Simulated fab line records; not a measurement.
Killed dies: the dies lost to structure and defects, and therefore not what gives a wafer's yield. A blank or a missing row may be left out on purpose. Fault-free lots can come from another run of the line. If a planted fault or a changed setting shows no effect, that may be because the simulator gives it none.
Matching of chambers	flow nand_harc	NHARC_A_CONTACT_DESCUM_47 on rie_diel-08 has 4 sister chambers
The step chemistry O2, time 3 s. 4 wafers are shown with their chamber, then 7 later ones without.

== WAFERS PAIRED WITH THEIR CHAMBERS ==
wafer	chamber	showerhead_plenum_p_Torr (Torr)
L085.5	2	1.91
L085.6	1	2.03
L091.2	0	1.91
L091.3	3	2.03

== WAFERS WITHOUT THEIR CHAMBER ==
wafer	showerhead_plenum_p_Torr (Torr)
L091.6	1.91
L094.1	2.02
L094.2	2.03
L094.5	1.91
L097.3	2.02
L097.4	1.89
L097.6	1.91

== THE CHAMBER EACH PASSED THROUGH ==
wafer	from the rows above	in truth
L091.6	can't be placed: 0 or 2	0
L094.1	can't be placed: 1 or 3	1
L094.2	can't be placed: 1 or 3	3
L094.5	can't be placed: 0 or 2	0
L097.3	can't be placed: 1 or 3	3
L097.4	can't be placed: 0 or 2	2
L097.6	can't be placed: 0 or 2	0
Placed correctly: 0 of 7. Unplaceable from these rows: 7, with the true chamber sitting among the candidates in 7. 0 placed wrongly.
How it was worked out, from the rows above alone: a wafer's distance from a chamber is the root of the sum, over the readings, of the square of ((its reading less the chamber's mean) divided by the reading's scatter). The wafer belongs to the nearest chamber; if the next one is less than 2 further off, it can't be placed. The mean given for a chamber averages the wafers shown for that chamber. The scatter: root of mean squared gap, hidden wafer to nearest shown wafer, with one shown wafer a chamber.
